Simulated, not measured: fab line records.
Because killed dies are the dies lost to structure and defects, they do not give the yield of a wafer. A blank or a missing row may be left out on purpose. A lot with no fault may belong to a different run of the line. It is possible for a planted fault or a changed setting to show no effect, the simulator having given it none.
A struck lot beside a sound one    flow nandHarc    10 out of 1302 route steps
Sound: the wafers L576.2, L576.4, L576.5. Wafers L568.3, L568.5, L568.6 were the ones struck. The cause is named last.
At each step with rows: each side's tool, then ch and its chambers, then its first start. Under that, the readings that differ: sound wafers    struck wafers    difference of the means    sigmas: that difference in standard deviations of wafers without a fault.
alike: words and numbers the same on both sides, and readings whose means are apart by under 2 such deviations; not compared: readings that were withheld, readings missing a value for some wafer, numbers with overlapping values and no deviation given by the record, and bounds like >300 which may hide the same value.
A row with sigmas, a row that says differs or no value, or rows on one side alone: a step with any of these is where the two part. Numbers that have no deviation but don't overlap get no sigmas and don't part them. Lack of a reading on every wafer of one side parts them only where that side has two or more wafers.

NHARC_P_START_INSPECT_01:
  struck on defectInspect-01, day 6 00:02; sound on defectInspect-01, day 9 08:03
  alike: rawDefectCount
then, 7 steps without rows for these wafers: NHARC_P_ZERO_WELL_PRECLEAN_00 (cleans in SPM, time 600 s); NHARC_P_ZERO_WELL_SRD_01; NHARC_P_ZERO_WELL_PECVD_02 (deposits SiO2, target thk 10 nm); NHARC_P_ZERO_WELL_DEHYDRATE_03 (time 120 s); NHARC_P_ZERO_WELL_HMDS_04 (time 30 s); NHARC_P_ZERO_WELL_COAT_64 (time 65 s); NHARC_P_ZERO_WELL_COAT_05 (resist thk 600 nm).
NHARC_P_ZERO_WELL_SOFTBAKE_06: time 70 s.
  sound on lithoTrack-02 ch 0, day 9 08:00; struck on lithoTrack-05 ch 0, day 6 00:00
reading                sound              struck             difference  sigmas
heaterPowerTotalW (W)  200.2 200.7 199.3  219.5 218.5 220.4  +19.4       +15
next, for these wafers, 1 step has no rows: NHARC_P_ZERO_WELL_EBR_07.

WHERE THEY PART
Only at NHARC_P_ZERO_WELL_SOFTBAKE_06, within this record.

WHY: what had been put in by the simulator
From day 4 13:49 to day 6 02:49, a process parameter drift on lithoTrack-05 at NHARC_P_ZERO_WELL_SOFTBAKE_06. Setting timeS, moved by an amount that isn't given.
